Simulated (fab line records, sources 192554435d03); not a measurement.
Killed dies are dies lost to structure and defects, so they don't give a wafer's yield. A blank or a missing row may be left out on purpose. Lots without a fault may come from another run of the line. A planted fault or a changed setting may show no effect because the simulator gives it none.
Chamber matching | flow n5_finfet | N5_HKMG_FIN_ALD_21 on ald_metal-03: 4 sister chambers
The step deposits TiN, target thk 1.5 nm, pulse time 1 s, purge time 3 s. 14 wafers are shown with their chamber, then 7 later ones without.

WAFERS WITH THEIR CHAMBER
wafer  | chamber | heater_power_w (W) | susceptor_temp_C (C) | precursor_pulse_height_rel
L159.1 | 0       | 813                | 400.12               | 1.016
L159.2 | 3       | 828                | 400.11               | 0.981
L159.5 | 3       | 830                | 400.03               | 0.970
L160.1 | 2       | 926                | 400.19               | 1.020
L160.5 | 2       | 952                | 400.17               | 1.010
L160.6 | 1       | 889                | 400.07               | 1.020
L164.1 | 1       | 882                | 399.70               | 0.992
L164.4 | 0       | 791                | 399.97               | 1.003
L164.5 | 2       | 920                | 400.04               | 1.014
L169.1 | 0       | 804                | 399.91               | 0.999
L169.2 | 2       | 937                | 400.06               | 0.960
L169.4 | 3       | 816                | 399.74               | 1.004
L171.2 | 3       | 835                | 399.94               | 0.996
L171.4 | 0       | 788                | 399.75               | 0.968

SIGNATURES (means of the wafers above)
reading                    | chamber 0 | chamber 1 | chamber 2 | chamber 3 | scatter within a chamber
heater_power_w             | 799.00    | 885.50    | 933.75    | 827.25    | 11
susceptor_temp_C           | 399.9375  | 399.8850  | 400.1150  | 399.9550  | 0.152
precursor_pulse_height_rel | 0.99650   | 1.00600   | 1.00100   | 0.98775   | 0.0215
Rule: a wafer's distance from a chamber is the root of the sum, over the readings, of the square of ((its reading less the chamber's mean) divided by the reading's scatter). The wafer belongs to the nearest chamber; if the next one is less than 2 further off, it can't be placed. The scatter: the root of (the sum of the squares of (reading less its chamber's mean) over the shown wafers, divided by (wafers less chambers)).

WAFERS WITHOUT THEIR CHAMBER
wafer  | heater_power_w (W) | susceptor_temp_C (C) | precursor_pulse_height_rel
L171.6 | 878                | 400.02               | 0.985
L175.2 | 912                | 400.12               | 0.994
L175.4 | 812                | 399.69               | 1.017
L175.6 | 930                | 400.03               | 1.018
L177.2 | 797                | 399.96               | 1.009
L177.4 | 898                | 400.11               | 1.022
L177.6 | 798                | 400.02               | 1.003

WHICH CHAMBER EACH WENT THROUGH
wafer  | from the rows above     | in truth
L171.6 | 1                       | 1
L175.2 | can't be placed: 2 or 1 | 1
L175.4 | can't be placed: 0 or 3 | 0
L175.6 | 2                       | 2
L177.2 | 0                       | 0
L177.4 | can't be placed: 1 or 2 | 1
L177.6 | 0                       | 0
Placed correctly: 4 of 7. Can't be placed from these rows: 3 (the true chamber is among the candidates in 3). Placed wrongly: 0.
